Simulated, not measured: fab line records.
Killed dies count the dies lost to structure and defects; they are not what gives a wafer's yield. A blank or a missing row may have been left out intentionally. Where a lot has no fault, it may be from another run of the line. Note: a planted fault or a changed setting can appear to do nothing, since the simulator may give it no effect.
Which of the tools did it? ; flow nand_harc ; 12 lots, 36 wafers sampled, at 6 steps of a route of 1302

== WHAT THE GAUGES SHOWED, per wafer ==
NHARC_A_CONTACT_OVL_MEAS_43.
lot;measured;on;overlay_x_nm (nm);overlay_y_nm (nm)
L686;day 22 05:16;overlay-02;0.0 0.2 0.5;-0.5 0.4 -0.2
L688;day 22 12:53;overlay-02;-1.1 -1.6 -0.8;-0.3 -0.1 -0.1
L687;day 22 15:48;overlay-01;-0.2 0.0 -0.2;1.8 1.9 1.6
L689;day 23 01:49;overlay-02;0.1 -0.3 0.0;-0.5 -0.6 -0.8
L691;day 23 16:47;overlay-01;0.4 0.7 0.8;-0.6 -0.5 -0.2
L696;day 26 05:43;overlay-01;21.5 21.6 21.7;0.0 -0.4 0.2
L700;day 27 01:46;overlay-02;-0.2 -0.7 -0.6;0.8 0.8 0.9
L699;day 27 16:17;overlay-01;19.9 19.8 20.3;1.5 1.6 1.1
L703;day 29 02:53;overlay-02;0.0 0.2 0.3;-0.6 -1.3 -1.1
L704;day 29 04:37;overlay-02;0.6 0.5 0.6;1.3 1.4 1.4
L705;day 29 20:01;overlay-01;-0.5 -0.7 -0.1;0.0 1.1 1.2
L708;day 30 15:59;overlay-02;-0.4 -0.1 0.0;1.1 1.4 0.9

NHARC_A_CONTACT_INSPECT_44.
lot;measured;on;raw_defect_count
L686;day 22 05:18;defect_inspect-01;155 174 154
L688;day 22 12:55;defect_inspect-02;79 75 75
L687;day 22 15:50;defect_inspect-01;115 104 106
L689;day 23 01:52;defect_inspect-02;63 64 74
L691;day 23 16:49;defect_inspect-02;74 73 83
L696;day 26 05:45;defect_inspect-01;75 71 80
L700;day 27 01:49;defect_inspect-01;105 105 87
L699;day 27 16:19;defect_inspect-02;57 74 65
L703;day 29 02:55;defect_inspect-02;61 57 70
L704;day 29 04:40;defect_inspect-01;118 114 109
L705;day 29 20:03;defect_inspect-02;125 130 110
L708;day 30 16:02;defect_inspect-01;121 125 97

NHARC_END_SORT_01.
lot;measured;on;killed_at_array;killed_at_other;killed_at_periphery;killed_dies;killed_open;killed_short
L686;day 25 05:59;prober-02;83 104 97;2 2 0;0 3 3;85 109 100;3 2 4;1 5 4
L688;day 25 11:38;prober-01;57 53 60;0 0 1;2 4 2;59 57 63;3 7 7;4 3 4
L696;day 29 10:26;prober-02;39 24 59;0 2 3;2 3 3;41 29 65;3 3 6;3 2 4
L700;day 30 01:29;prober-01;53 62 28;3 1 0;5 6 3;61 69 31;2 2 3;2 1 2
L703;day 32 02:38;prober-02;64 51 52;0 0 0;0 2 1;64 53 53;5 5 2;3 3 3
L704;day 32 01:02;prober-01;52 68 57;1 2 0;0 6 0;53 76 57;2 6 2;3 4 2

== WHAT TOOL EACH LOT RAN ON (gives the tool, then ch and the chambers of the sampled wafers, and finally the start) ==
lot;NHARC_A_CONTACT_EXPOSE_39;NHARC_A_CONTACT_ETCH_51;NHARC_A_CONTACT_ETCH_113
L686;arfi_scanner-01 ch 0, day 22 05:02;rie_diel-10 ch 0,1, day 22 07:35 or earlier;har_cap_etch-02 ch 0,1, day 22 07:35
L688;arfi_scanner-02 ch 0, day 22 12:39;rie_diel-11 ch 0,1,3, day 22 15:09 or earlier;har_cap_etch-01 ch 0,1, day 22 15:09
L687;arfi_scanner-03 ch 0, day 22 15:35;rie_diel-03 ch 0,2,3, day 22 18:33 or earlier;har_cap_etch-03 ch 0,1, day 22 18:33
L689;arfi_scanner-03 ch 0, day 23 01:36;rie_diel-11 ch 0,1,3, day 23 04:13 or earlier;har_cap_etch-02 ch 0, day 23 04:13
L691;arfi_scanner-01 ch 0, day 23 16:34;rie_diel-11 ch 0,1,2, day 23 19:05 or earlier;har_cap_etch-02 ch 0,1, day 23 19:05
L696;arfi_scanner-03 ch 0, day 26 05:30;rie_diel-10 ch 0,3, day 26 08:17 or earlier;har_cap_etch-03 ch 0,1, day 26 08:17
L700;arfi_scanner-02 ch 0, day 27 01:32;rie_diel-10 ch 2,3, day 27 04:04 or earlier;har_cap_etch-02 ch 0,1, day 27 04:04
L699;arfi_scanner-03 ch 0, day 27 16:04;rie_diel-11 ch 0,3, day 27 19:02 or earlier;har_cap_etch-01 ch 1, day 27 19:02
L703;arfi_scanner-01 ch 0, day 29 02:40;rie_diel-11 ch 1,2,3, day 29 05:14 or earlier;har_cap_etch-02 ch 0,1, day 29 05:14
L704;arfi_scanner-01 ch 0, day 29 04:23;rie_diel-03 ch 0,2,3, day 29 06:55 or earlier;har_cap_etch-03 ch 0,1, day 29 06:55
L705;arfi_scanner-01 ch 0, day 29 19:47;rie_diel-03 ch 0,3, day 29 22:29 or earlier;har_cap_etch-02 ch 0,1, day 29 22:29
L708;arfi_scanner-01 ch 0, day 30 15:46;rie_diel-03 ch 1,2, day 30 18:34 or earlier;har_cap_etch-02 ch 0,1, day 30 18:34
- NHARC_A_CONTACT_EXPOSE_39: exposes mask A CC 3.
- NHARC_A_CONTACT_ETCH_51: etches the open film in O2/COS, target depth 7000 nm, time 1820 s.
- NHARC_A_CONTACT_ETCH_113: etches the open film in C4F8/O2/Ar, time 190 s, target depth 1850 nm.

== AS READ BY THE TOOLS THEMSELVES (means over the sampled wafers that have a number; for cases with no such wafer, the mark the record gives instead) ==
NHARC_A_CONTACT_EXPOSE_39.
lot;tool;reticle_temp_C (C)
L686;arfi_scanner-01;23.00
L688;arfi_scanner-02;22.99
L687;arfi_scanner-03;23.03
L689;arfi_scanner-03;23.05
L691;arfi_scanner-01;22.89
L696;arfi_scanner-03;23.00
L700;arfi_scanner-02;23.09
L699;arfi_scanner-03;22.97
L703;arfi_scanner-01;22.94
L704;arfi_scanner-01;23.08
L705;arfi_scanner-01;22.98
L708;arfi_scanner-01;23.06

NHARC_A_CONTACT_ETCH_51.
lot;tool;bias_w (W);drypump_motor_current_A (A);mfc_ar_sccm (sccm);oes_product_au (a.u.);rf_vpp_V (V);showerhead_plenum_p_Torr (Torr);throttle_valve_pct (%)
L686;rie_diel-10;300.3;6.1;0.013;1.010;316.3;3.26;28.337
L688;rie_diel-11;299.5;5.9;0.000;0.997;314.1;3.17;28.330
L687;rie_diel-03;300.9;6.4;0.010;0.990;314.0;3.11;28.334
L689;rie_diel-11;299.8;5.9;0.000;0.988;314.0;3.17;28.344
L691;rie_diel-11;300.1;5.7;0.001;0.993;312.6;3.03;28.326
L696;rie_diel-10;299.9;6.4;0.007;0.988;313.3;3.07;28.323
L700;rie_diel-10;300.6;6.5;0.000;0.996;311.3;2.95;28.328
L699;rie_diel-11;300.1;6.3;0.000;1.012;316.6;3.24;28.339
L703;rie_diel-11;300.1;5.9;0.001;1.008;315.5;3.24;28.334
L704;rie_diel-03;299.7;6.5;0.010;0.995;314.4;3.09;28.325
L705;rie_diel-03;299.4;6.3;0.000;1.000;312.4;2.97;28.327
L708;rie_diel-03;300.3;6.5;0.020;1.002;314.9;3.18;28.323

== THE ANSWER, worked out from the rows above alone ==
Rule: the usual values come from the lots themselves. Put in order of their means at a reading, lots are off if they are a third of the lots or fewer, leave a main group of 4 or more, and stand apart from it by a gap of 3 or more times the standard deviation of the main group's means; of several such gaps the widest counts. The tables above print the reading to a certain number of digits; a main group whose means all agree to those digits is not used. Also off: a lot with no number at a reading for which 4 or more lots have one. The other lots that the step has rows for count as sound. The gauges are gone through in route order, then the tools' own readings, and for those a lot's mean is taken as printed above. The first step at which some lot is off is used, and at that step the reading that is off furthest; a lot without a number counts as furthest.
Off: L696, L699 (NHARC_A_CONTACT_OVL_MEAS_43, overlay_x_nm). The main group has a mean of -0.1 nm with a standard deviation of 0.51.
A tool fits if, at a process step before that reading, it ran every lot that is off, and no sound lot after the first of them. Those tools and the gauges at NHARC_A_CONTACT_OVL_MEAS_43 are tried in the same way. One candidate fits, namely arfi_scanner-03 at NHARC_A_CONTACT_EXPOSE_39. A fault onset in the window from L689 (day 23 01:36, its last sound lot) to L696 (day 26 05:30, its first lot off) fits.

== WHAT THE SIMULATOR PUT IN ==
Scanner matching overlay: arfi_scanner-03, from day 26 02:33 on, at NHARC_A_CONTACT_EXPOSE_39. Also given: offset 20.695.
Lots struck among those shown: L696, L699. Same finding as the rule above.
